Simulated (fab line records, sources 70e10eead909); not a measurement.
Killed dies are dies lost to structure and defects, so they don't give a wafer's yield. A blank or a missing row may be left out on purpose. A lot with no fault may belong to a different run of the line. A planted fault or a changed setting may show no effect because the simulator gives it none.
Matching of chambers	flow nand_harc	NHARC_A_CHANNEL_FILL_D1_ALD_14 on ald_hk-04 has 4 sister chambers
The step deposits SiO2, target thk 2.5 nm, pulse time 10 s, ald cycles 25. 20 wafers are shown with their chamber, then 10 later ones without.

== WAFERS, EACH WITH ITS CHAMBER ==
wafer	chamber	heater_power_w (W)	precursor_pulse_height_rel
L078.2	0	496	1.014
L078.4	1	473	1.039
L078.6	1	491	0.980
L080.3	1	491	0.997
L080.4	2	476	0.993
L080.6	0	479	1.016
L082.1	1	475	1.011
L082.5	3	466	1.027
L082.6	2	484	1.029
L087.2	2	468	1.043
L087.5	1	470	1.030
L087.6	0	494	0.966
L086.2	1	474	1.003
L086.5	2	479	1.013
L086.6	3	469	0.996
L090.1	1	464	1.036
L090.2	0	489	1.000
L090.5	2	480	0.986
L089.1	3	470	1.003
L089.4	2	495	0.976

SIGNATURES (averages over the wafers above)
reading	chamber 0	chamber 1	chamber 2	chamber 3	scatter within a chamber
heater_power_w	489.50	476.86	480.33	468.33	8.74
precursor_pulse_height_rel	0.99900	1.01371	1.00667	1.00867	0.023
Rule: for a wafer and a chamber, the distance is found by dividing, reading by reading, the gap between the wafer's reading and the chamber's mean by the reading's scatter, squaring, summing and taking the root. The wafer belongs to the nearest chamber; if the next one is less than 2 further off, it can't be placed. The scatter is the square root of a quotient: the sum, over the shown wafers, of each reading's squared deviation from its chamber's mean, divided by wafers minus chambers.

== WAFERS WHOSE CHAMBER IS MISSING ==
wafer	heater_power_w (W)	precursor_pulse_height_rel
L089.5	477	1.008
L088.2	456	1.027
L088.4	489	0.997
L088.5	479	1.022
L092.3	482	1.004
L092.4	482	0.966
L092.6	469	0.981
L096.3	494	0.974
L096.4	490	0.984
L096.5	485	0.981

== WHICH CHAMBER EACH ONE RAN IN ==
wafer	from the rows above	in truth
L089.5	can't be placed: 1 or 2 or 3 or 0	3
L088.2	can't be placed: 3 or 1 or 2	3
L088.4	can't be placed: 0 or 2 or 1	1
L088.5	can't be placed: 1 or 2 or 3 or 0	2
L092.3	can't be placed: 2 or 1 or 0 or 3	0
L092.4	can't be placed: 0 or 2 or 1 or 3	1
L092.6	can't be placed: 3 or 1 or 2 or 0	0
L096.3	can't be placed: 0 or 2 or 1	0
L096.4	can't be placed: 0 or 2 or 1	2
L096.5	can't be placed: 0 or 2 or 1 or 3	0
Correct placement for 0 of the 10. From these rows, 10 cannot be placed; in 10 the true chamber is one of the candidates. Wrongly placed: 0.
